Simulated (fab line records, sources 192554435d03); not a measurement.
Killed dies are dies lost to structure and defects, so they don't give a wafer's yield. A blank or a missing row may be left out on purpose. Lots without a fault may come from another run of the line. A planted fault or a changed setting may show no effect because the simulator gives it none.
fab line records | flow n5_finfet | part 1 of 2: steps 1 to 4 of 6
record lots=24 wafers=72 last_day=19
route steps=1938 shown MOL_CONTACT_COAG@580 BEOL_M0_SAQP@634
lots that met no fault: from a run of the same line without faults
start_h: hours from the record's first day to the start of the lot's first wafer shown | wait_h: hours since the lot's step before | " the same as in the row above | L1.1+2: a row that stands for several wafers | - no value, or no start given | * or withheld: withheld | < > ~ a bound
route shown NAME@n: a module of which the file shows steps, and the number in the route of the first | usual: mean/standard deviation of fault-free wafers | same: alike in all rows | chamber/n: place in a boat | sites: the reading at each site | _std_site: their standard deviation | _edge_site: outer sites' mean less inner sites' | radius_mm: how far each site lies from the wafer's centre | mask NAME#n: copy n | behind: the tool/chamber that last shaped the wafer | hold: why the lot was held/for how many hours/how that ended | device: the transistor (n, p or np) that didn't switch | end of line: the same wafers' tests at the end of the route | a step without rows: its recipe alone | killed: dies lost to structure and defects at the first sort, not the wafer's yield | map: a wafer's dies, x killed, . not, _ none there
set.NAME: the setting as run; set.NAME@STEP: as run at that earlier step | model.NAME: the simulator's own value behind a step, which no gauge read
steps of the route over a sample of lots; a table a step, a row a wafer
services: from which hour (start_h, from the record's first day; less than 0 if before it) a tool's chamber was out of use, for how many hours, and why
## steps
# step N5_MOL_CONTACT_COAG_ETCHBACK_132
# recipe chemistry=CHF3 target=SiO2 target_depth_a=100 time_s=6.7 ion_energy_ev=200 pressure_mtorr=30 source_w=610 bias_w=170 Ar_flow_sccm=200 CHF3_flow_sccm=50
# usual drypump_motor_current_A=5.6/0.53 oes_product_au=0.78/0.083 rf_fwd_power_W=604.0/2.2 rf_vpp_V=518/13 showerhead_plenum_p_Torr=2.40/0.053 throttle_valve_pct=18.69/0.29
# columns lot.wafer tool chamber start_h wait_h drypump_motor_current_A oes_product_au rf_fwd_power_W rf_hours_counter_h rf_vpp_V showerhead_plenum_p_Torr throttle_valve_pct
L074.1 rie_diel-06 2 104.55 0.1 5.4 0.68 606.3 237 530 2.42 18.82
L074.5 " 3 " " 4.8 0.96 606.3 - 534 2.34 18.17
L074.6 " 2 " " 5.4 0.69 605.4 - 531 2.42 18.81
L075.2 rie_diel-05 0 108.06 0.2 6.3 0.80 598.3 94 504 2.32 18.63
L075.5 " 3 " " 5.6 0.71 602.1 - 529 2.44 18.69
L075.6 " 2 " " 5.9 0.88 605.8 - 495 2.34 18.51
L076.4 rie_diel-05 3 122.91 0.1 5.6 0.71 603.4 - 528 2.44 18.69
L076.5 " 0 " " 6.3 0.81 603.7 - 505 2.31 18.64
L076.6 " 2 " " 5.9 0.87 605.5 - 495 2.34 18.53
L078.4 rie_diel-05 2 126.79 0.2 5.9 0.88 606.5 38 494 2.34 18.52
L078.5 " 1 " " 4.9 0.70 604.9 - 514 2.41 18.63
L078.6 " 2 " " 5.9 0.86 606.6 - 497 2.34 18.53
L077.1 rie_diel-05 3 127.39 0.1 5.6 0.71 607.1 218 528 2.44 18.68
L077.3 " 2 " " 5.9 0.87 604.1 38 496 2.34 18.52
L077.6 " 1 " " 4.9 0.70 602.3 - 514 2.41 18.63
L079.1 rie_diel-06 1 130.22 0.1 6.5 0.85 598.9 59 525 2.42 18.22
L079.3 " 0 " " 5.3 0.75 607.9 161 504 2.48 18.94
L079.4 " 2 " " 5.4 0.68 603.3 246 530 2.42 18.83
L080.3 rie_diel-06 2 133.83 0.1 5.4 0.68 608.2 247 531 2.42 18.83
L080.4 " 0 " " 5.3 0.75 603.6 161 505 2.48 18.95
L080.5 " 3 " " 4.8 0.92 603.9 - 532 2.34 18.19
L081.2 rie_diel-05 1 137.17 0.1 4.9 0.70 602.4 169 514 2.40 18.63
L081.3 " 3 " " 5.6 0.71 601.3 221 529 2.44 18.70
L081.5 " 0 " " 6.3 0.81 604.0 - 503 2.31 18.64
L082.2 rie_diel-06 1 146.21 0.2 6.5 0.84 601.3 64 526 2.41 18.23
L082.3 " 3 " " 4.8 0.90 606.1 21 534 2.34 18.20
L082.6 " 3 " " 4.8 0.90 607.1 - 533 2.34 18.17
L083.3 rie_diel-06 0 153.73 0.1 5.3 0.74 601.6 169 505 2.47 18.96
L083.4 " 0 " " 5.3 0.74 604.2 - 505 2.47 18.95
L083.5 " 3 " " 4.8 0.90 603.1 - 533 2.33 18.19
L084.1 rie_diel-05 3 164.23 0.1 5.6 0.70 603.4 230 529 2.43 18.70
L084.4 " 1 " " 4.9 0.70 605.4 179 515 2.40 18.66
L084.6 " 3 " " 5.6 0.71 600.7 - 529 2.43 18.71
L085.1 rie_diel-05 2 173.93 0.1 5.9 0.84 606.1 54 494 2.33 18.54
L085.4 " 0 " " 6.3 0.79 597.5 116 503 2.31 18.67
L085.6 " 3 " " 5.6 0.69 605.0 - 529 2.43 18.71
L086.1 rie_diel-02 0 174.14 0.1 6.2 0.70 605.1 217 538 2.45 19.14
L086.2 " 1 " " 5.7 0.77 605.6 133 521 2.39 18.93
L086.3 " 3 " " 5.3 0.66 602.7 249 498 2.43 19.06
L087.1 rie_diel-02 2 183.48 0.1 5.1 0.71 603.4 197 516 2.46 18.89
L087.2 " 0 " " 6.2 0.69 604.1 221 538 2.45 19.15
L087.4 " 1 " " 5.8 0.77 605.6 - 522 2.39 18.93
L088.1 rie_diel-05 2 185.51 0.1 5.9 0.83 606.0 58 496 2.33 18.55
L088.3 " 1 " " 5.0 0.69 603.2 186 514 2.40 18.67
L088.5 " 0 " " 6.3 0.79 603.9 - 503 2.31 18.69
L089.2 rie_diel-06 3 190.83 0.1 4.8 0.87 605.4 39 531 2.33 18.21
L089.3 " 1 " " 6.5 0.83 600.0 81 525 2.41 18.26
L089.6 " 3 " " 4.8 0.87 604.8 - 532 2.33 18.22
L090.1 rie_diel-02 1 193.05 0.2 5.7 0.76 605.8 141 521 2.38 18.93
L090.2 " 0 " " 6.2 0.70 605.3 225 537 2.45 19.17
L090.6 " 1 " " 5.7 0.77 603.6 - 521 2.38 18.95
L091.2 rie_diel-06 0 198.68 0.2 5.3 0.74 603.4 183 504 2.47 18.99
L091.3 " 1 " " 6.4 0.82 604.7 84 524 2.41 18.26
L091.4 " 2 " " 5.4 0.96 606.0 11 530 2.41 18.57
L092.2 rie_diel-02 2 208.72 0.1 5.1 0.71 602.4 206 518 2.46 18.89
L092.4 " 1 " " 5.8 0.76 603.7 146 522 2.38 18.98
L092.6 " 0 " " 6.1 0.69 603.4 - 538 2.45 19.18
L093.1 rie_diel-02 0 216.77 0.1 6.2 0.69 601.6 233 537 2.45 19.16
L093.5 " 2 " " 5.1 0.70 603.2 - 516 2.46 18.89
L093.6 " 1 " " 5.8 0.76 603.4 - 524 2.38 18.97
L094.2 rie_diel-02 0 224.35 0.1 6.2 0.68 605.6 235 538 2.45 19.18
L094.3 " 3 " " 5.3 0.93 604.0 9 497 2.42 18.80
L094.5 " 0 " " 6.2 0.68 604.6 - 536 2.45 19.18
L095.1 rie_diel-06 2 226.58 0.1 5.5 0.95 606.0 17 529 2.41 18.56
L095.2 " 1 " " 6.5 0.82 602.7 91 523 2.40 18.29
L095.4 " 3 " " 4.8 0.87 608.5 48 533 2.33 18.24
L096.1 rie_diel-02 3 230.31 0.1 5.3 0.93 597.1 11 497 2.42 18.81
L096.3 " 1 " " 5.8 0.75 602.9 152 522 2.38 18.97
L096.5 " 1 " " 5.8 0.76 603.4 - 522 2.38 18.97
L097.1 rie_diel-06 2 238.47 0.3 5.4 0.92 605.0 22 530 2.41 18.56
L097.4 " 3 " " 4.8 0.86 608.2 52 533 2.32 18.25
L097.5 " 1 " " 6.4 0.81 603.2 - 524 2.40 18.29
# step N5_BEOL_M0_SAQP_HM_DEP_02
# recipe material=TiN target_thk_a=120 temp_c=25 chamber_pressure_pa=0.49996
# usual chamber_pressure_pa=0.4999/0.0011 throttle_valve_pct=30.2/0.73
# columns lot.wafer tool chamber start_h wait_h chamber_pressure_pa throttle_valve_pct
L074.1 pvd_sputter-02 - 112.42 0.9 0.4989 31.7
L074.5 " - " " 0.4993 30.6
L074.6 " - " " 0.4988 29.6
L075.2 pvd_sputter-01 - 118.42 3.9 0.5005 30.1
L075.5 " - " " 0.5024 30.9
L075.6 " - " " 0.5008 31.1
L076.4 pvd_sputter-01 - 130.59 0.9 0.5001 31.2
L076.5 " - " " 0.5019 29.0
L076.6 " - " " 0.4997 29.8
L078.4 pvd_sputter-02 - 132.89 0.2 0.5014 30.6
L078.5 " - " " 0.5004 30.0
L078.6 " - " " 0.4992 30.5
L077.1 pvd_sputter-02 - 138.23 2.5 0.4993 31.9
L077.3 " - " " 0.4985 30.9
L077.6 " - " " 0.4974 30.1
L079.1 pvd_sputter-02 - 138.75 0.0 0.4997 29.7
L079.3 " - " " 0.5001 29.9
L079.4 " - " " 0.5011 31.6
L080.3 pvd_sputter-03 - 142.43 0.7 0.4997 30.3
L080.4 " - " " 0.5016 29.5
L080.5 " - " " 0.5002 29.7
L081.2 pvd_sputter-03 - 145.21 0.5 0.4990 29.3
L081.3 " - " " 0.5009 29.9
L081.5 " - " " 0.5003 29.7
L082.2 pvd_sputter-02 - 156.13 4.0 0.4997 29.9
L082.3 " - " " 0.4987 29.7
L082.6 " - " " 0.4993 31.6
L083.3 pvd_sputter-02 - 160.71 0.3 0.5010 31.8
L083.4 " - " " 0.4981 29.8
L083.5 " - " " 0.4999 30.4
L084.1 pvd_sputter-01 - 172.88 2.6 0.4977 31.0
L084.4 " - " " 0.5001 31.2
L084.6 " - " " 0.5004 29.1
L085.1 pvd_sputter-03 - 180.86 1.0 0.5008 30.1
L085.4 " - " " 0.4997 29.7
L085.6 " - " " 0.4982 30.4
L086.1 pvd_sputter-02 - 183.22 0.4 0.5011 31.5
L086.2 " - " " 0.5001 30.6
L086.3 " - " " 0.4995 29.9
L087.1 pvd_sputter-03 - 190.70 1.2 0.4996 29.6
L087.2 " - " " 0.4995 29.3
L087.4 " - " " 0.5000 30.2
L088.1 pvd_sputter-02 - 193.12 0.6 0.5011 30.3
L088.3 " - " " 0.4990 29.9
L088.5 " - " " 0.4997 30.0
L089.2 pvd_sputter-02 - 197.80 0.6 0.4992 29.8
L089.3 " - " " 0.4998 31.5
L089.6 " - " " 0.4999 29.7
L090.1 pvd_sputter-03 - 201.06 0.9 0.4997 30.3
L090.2 " - " " 0.4999 29.3
L090.6 " - " " 0.4999 29.7
L091.2 pvd_sputter-03 - 208.42 3.5 0.5008 30.1
L091.3 " - " " 0.4995 29.8
L091.4 " - " " 0.4992 29.2
L092.2 pvd_sputter-01 - 218.46 3.8 0.5003 29.6
L092.4 " - " " 0.4995 30.9
L092.6 " - " " 0.4994 30.9
L093.1 pvd_sputter-03 - 223.53 0.8 0.4986 30.2
L093.5 " - " " 0.5003 29.7
L093.6 " - " " 0.5008 29.3
L094.2 pvd_sputter-03 - 230.85 0.3 0.4987 29.4
L094.3 " - " " 0.5023 30.2
L094.5 " - " " 0.5007 29.5
L095.1 pvd_sputter-01 - 234.30 0.7 0.5005 30.0
L095.2 " - " " 0.5011 31.1
L095.4 " - " " 0.4989 30.9
L096.1 pvd_sputter-01 - 237.81 1.2 0.4988 29.7
L096.3 " - " " 0.5002 29.2
L096.5 " - " " 0.5004 29.3
L097.1 pvd_sputter-02 - 245.99 0.5 0.5006 30.6
L097.4 " - " " 0.4992 29.7
L097.5 " - " " 0.4987 31.8
# step N5_BEOL_M0_SAQP_MANDREL1_REMOVE_100
# recipe chemistry=HBr/Cl2/O2 bt_time_s=10 target=a-Si stop_on=SiNx endpoint=OES-SiCl over_etch_frac=0.85 icp_w=600 bias_w=30 HBr_flow_sccm=150 Cl2_flow_sccm=80 O2_flow_sccm=5 pressure_mtorr=10
# usual drypump_motor_current_A=5.6/0.49 he_backside_leak_sccm=2.71/0.2 oes_o_777_au=0.99/0.072 oes_product_au=1.004/0.014 rf_fwd_power_W=596.7/2 throttle_valve_pct=36.5/0.34
# same bt_time_s=10
# columns lot.wafer tool chamber start_h wait_h drypump_motor_current_A he_backside_leak_sccm oes_o_777_au oes_product_au rf_fwd_power_W rf_hours_counter_h throttle_valve_pct
L074.1 rie_si-04 3 115.08 0.1 5.7 2.52 0.97 1.003 597.1 7 36.1
L074.5 " 2 " " 5.0 2.71 1.16 1.038 597.7 - 36.4
L074.6 " 3 " " 5.7 2.59 0.97 1.012 600.5 - 36.2
L075.2 rie_si-04 2 120.78 0.1 5.0 2.78 1.16 1.021 599.4 195 36.4
L075.5 " 1 " " 5.2 2.96 0.89 0.979 595.8 - 36.8
L075.6 " 2 " " 5.0 2.76 1.16 1.024 598.6 - 36.4
L076.4 rie_si-04 0 132.87 0.0 5.7 2.62 0.97 1.023 593.9 166 36.6
L076.5 " 1 " " 5.2 3.04 0.90 0.984 595.7 - 36.8
L076.6 " 2 " " 5.1 2.64 1.15 1.025 596.7 - 36.4
L078.4 rie_si-04 1 135.19 0.1 5.2 2.90 0.89 0.978 599.7 - 36.8
L078.5 " 3 " " 5.7 2.66 0.97 1.011 599.0 - 36.2
L078.6 " 0 " " 5.7 2.80 0.96 1.020 599.4 - 36.6
L077.1 rie_si-05 2 140.49 0.1 5.1 2.56 1.08 0.991 597.6 78 35.8
L077.3 " 0 " " 5.5 3.11 0.97 0.999 595.8 95 36.9
L077.6 " 3 " " 6.3 3.04 0.93 0.995 596.3 - 36.4
L079.1 rie_si-04 0 140.98 0.1 5.7 2.65 0.97 1.022 595.8 166 36.6
L079.3 " 3 " " 5.7 2.62 0.97 1.007 597.5 7 36.1
L079.4 " 3 " " 5.7 2.61 0.97 1.012 595.3 - 36.2
L080.3 rie_si-05 2 145.81 0.1 5.1 2.45 1.08 1.004 600.2 78 35.8
L080.4 " 3 " " 6.3 2.99 0.93 0.991 598.0 127 36.4
L080.5 " 2 " " 5.1 2.65 1.08 1.005 598.6 - 35.8
L081.2 rie_si-05 2 147.57 0.1 5.1 2.58 1.08 1.004 597.7 78 35.8
L081.3 " 1 " " 5.2 2.48 0.97 1.021 596.2 180 36.4
L081.5 " 0 " " 5.5 3.01 0.98 0.995 595.0 - 36.9
L082.2 rie_si-06 1 159.51 0.1 6.6 2.52 0.98 1.002 599.5 47 36.9
L082.3 " 0 " " 5.7 2.54 0.90 1.021 596.6 144 36.8
L082.6 " 2 " " 6.7 2.44 0.95 0.997 599.0 - 36.2
L083.3 rie_si-05 2 163.33 0.1 5.1 2.67 1.09 1.005 598.9 78 35.8
L083.4 " 1 " " 5.2 2.71 0.97 1.009 596.9 181 36.4
L083.5 " 2 " " 5.1 2.66 1.08 1.007 595.4 - 35.8
L084.1 rie_si-06 2 175.25 0.1 6.7 2.43 0.96 1.001 596.1 151 36.2
L084.4 " 1 " " 6.5 2.54 0.97 1.011 597.1 47 36.9
L084.6 " 3 " " 5.4 2.63 1.09 0.990 596.4 - 36.6
L085.1 rie_si-04 1 183.63 0.1 5.2 3.00 0.89 0.988 596.5 74 36.8
L085.4 " 2 " " 5.0 2.38 1.13 0.983 600.1 0 37.1
L085.6 " 1 " " 5.2 3.17 0.90 0.988 599.7 - 36.8
L086.1 rie_si-06 2 185.44 0.1 6.6 2.40 0.96 0.997 596.9 151 36.2
L086.2 " 0 " " 5.7 2.46 0.90 1.026 594.0 145 36.8
L086.3 " 3 " " 5.4 2.48 1.09 0.981 596.8 144 36.6
L087.1 rie_si-04 2 193.26 0.1 5.0 2.45 1.12 0.976 598.7 1 37.1
L087.2 " 1 " " 5.2 2.91 0.89 0.986 594.2 74 36.8
L087.4 " 0 " " 5.7 2.70 0.97 1.015 593.8 167 36.6
L088.1 rie_si-05 3 195.34 0.1 6.3 2.84 0.93 1.000 597.7 128 36.4
L088.3 " 1 " " 5.2 2.82 0.98 1.001 598.6 181 36.4
L088.5 " 0 " " 5.5 2.86 0.97 1.003 595.7 - 36.9
L089.2 rie_si-05 1 201.43 0.1 5.2 2.62 0.99 1.010 595.8 182 36.4
L089.3 " 0 " " 5.5 2.59 0.98 1.000 596.5 96 36.9
L089.6 " 0 " " 5.5 2.67 0.96 0.992 593.8 - 36.9
L090.1 rie_si-06 0 205.01 0.1 5.7 2.60 0.90 1.032 593.1 145 36.8
L090.2 " 1 " " 6.6 2.66 0.98 1.006 601.5 48 36.9
L090.6 " 3 " " 5.4 2.73 1.09 0.996 596.0 - 36.6
L091.2 rie_si-05 3 210.67 0.1 6.3 2.96 0.93 1.001 596.0 128 36.4
L091.3 " 2 " " 5.1 2.64 1.09 1.011 598.4 79 35.8
L091.4 " 1 " " 5.2 2.45 0.99 1.014 597.1 182 36.4
L092.2 rie_si-05 3 220.95 0.1 6.3 3.12 0.92 0.997 597.7 128 36.5
L092.4 " 0 " " 5.5 2.98 0.98 1.006 596.3 96 36.9
L092.6 " 0 " " 5.5 3.09 0.98 1.005 593.3 - 36.9
L093.1 rie_si-05 3 226.06 0.1 6.3 3.16 0.93 1.002 596.6 128 36.4
L093.5 " 1 " " 5.2 2.75 0.98 1.004 596.9 - 36.4
L093.6 " 2 " " 5.1 2.55 1.07 1.005 598.3 - 35.8
L094.2 rie_si-05 0 233.56 0.1 5.5 3.06 0.98 1.011 593.7 97 36.9
L094.3 " 3 " " 6.3 3.00 0.93 0.993 596.7 128 36.4
L094.5 " 2 " " 5.1 2.54 1.08 1.008 601.7 - 35.8
L095.1 rie_si-04 3 238.42 0.1 5.7 2.66 0.97 1.009 594.8 9 36.1
L095.2 " 1 " " 5.2 2.99 0.89 0.988 596.2 75 36.8
L095.4 " 2 " " 5.0 2.44 1.11 0.982 597.7 2 37.1
L096.1 rie_si-06 0 241.20 0.1 5.8 2.51 0.90 1.018 594.1 146 36.8
L096.3 " 2 " " 6.7 2.44 0.95 1.007 594.7 152 36.2
L096.5 " 0 " " 5.7 2.49 0.90 1.027 594.3 - 36.8
L097.1 rie_si-04 2 249.33 0.1 5.0 2.49 1.12 0.989 599.0 2 37.1
L097.4 " 0 " " 5.6 2.72 0.96 1.011 595.6 168 36.6
L097.5 " 3 " " 5.7 2.66 0.97 1.008 594.9 - 36.2
# step N5_BEOL_M0_SAQP_CD_MEAS_25
# recipe target_cd_nm=13.1 landing_energy_ev=1000 detector=se_inlens
# usual cd_nm=12.81/0.27
# columns lot.wafer tool chamber start_h wait_h cd_nm
L074.1 cd_sem-02 0 115.19 0.1 12.78
L074.5 " 0 " " 12.72
L074.6 " 0 " " 12.79
L075.2 cd_sem-01 0 120.89 0.1 13.33
L075.5 " 0 " " 12.75
L075.6 " 0 " " 12.98
L076.4 cd_sem-02 0 132.99 0.1 13.20
L076.5 " 0 " " 12.63
L076.6 " 0 " " 12.98
L078.4 cd_sem-01 0 135.27 0.0 12.71
L078.5 " 0 " " 12.67
L078.6 " 0 " " 12.93
L077.1 cd_sem-01 0 140.60 0.1 12.57
L077.3 " 0 " " 12.53
L077.6 " 0 " " 12.55
L079.1 cd_sem-01 0 141.09 0.1 12.77
L079.3 " 0 " " 12.74
L079.4 " 0 " " 13.02
L080.3 cd_sem-02 0 145.92 0.1 12.67
L080.4 " 0 " " 13.10
L080.5 " 0 " " 12.84
L081.2 cd_sem-01 0 147.68 0.1 12.54
L081.3 " 0 " " 13.25
L081.5 " 0 " " 12.55
L082.2 cd_sem-01 0 159.64 0.1 12.89
L082.3 " 0 " " 12.94
L082.6 " 0 " " 12.51
L083.3 cd_sem-01 0 163.44 0.1 13.05
L083.4 " 0 " " 13.00
L083.5 " 0 " " 12.55
L084.1 cd_sem-01 0 175.36 0.1 12.99
L084.4 " 0 " " 12.52
L084.6 " 0 " " 13.05
L085.1 cd_sem-01 0 183.74 0.1 12.97
L085.4 " 0 " " 12.67
L085.6 " 0 " " 13.36
L086.1 cd_sem-01 0 185.55 0.1 12.81
L086.2 " 0 " " 13.43
L086.3 " 0 " " 13.34
L087.1 cd_sem-02 0 193.36 0.1 13.10
L087.2 " 0 " " 12.92
L087.4 " 0 " " 12.62
L088.1 cd_sem-01 0 195.45 0.1 12.93
L088.3 " 0 " " 13.08
L088.5 " 0 " " 12.33
L089.2 cd_sem-01 0 201.54 0.1 12.99
L089.3 " 0 " " 12.22
L089.6 " 0 " " 12.65
L090.1 cd_sem-01 0 205.12 0.1 12.75
L090.2 " 0 " " 12.78
L090.6 " 0 " " 12.47
L091.2 cd_sem-01 0 210.78 0.1 12.65
L091.3 " 0 " " 12.84
L091.4 " 0 " " 12.92
L092.2 cd_sem-02 0 221.06 0.1 12.96
L092.4 " 0 " " 12.44
L092.6 " 0 " " 12.36
L093.1 cd_sem-02 0 226.17 0.1 13.02
L093.5 " 0 " " 13.18
L093.6 " 0 " " 12.75
L094.2 cd_sem-01 0 233.67 0.1 13.00
L094.3 " 0 " " 12.48
L094.5 " 0 " " 12.71
L095.1 cd_sem-02 0 238.53 0.1 12.84
L095.2 " 0 " " 12.81
L095.4 " 0 " " 12.88
L096.1 cd_sem-02 0 241.31 0.1 12.92
L096.3 " 0 " " 12.82
L096.5 " 0 " " 12.93
L097.1 cd_sem-02 0 249.44 0.1 12.53
L097.4 " 0 " " 13.25
L097.5 " 0 " " 12.57
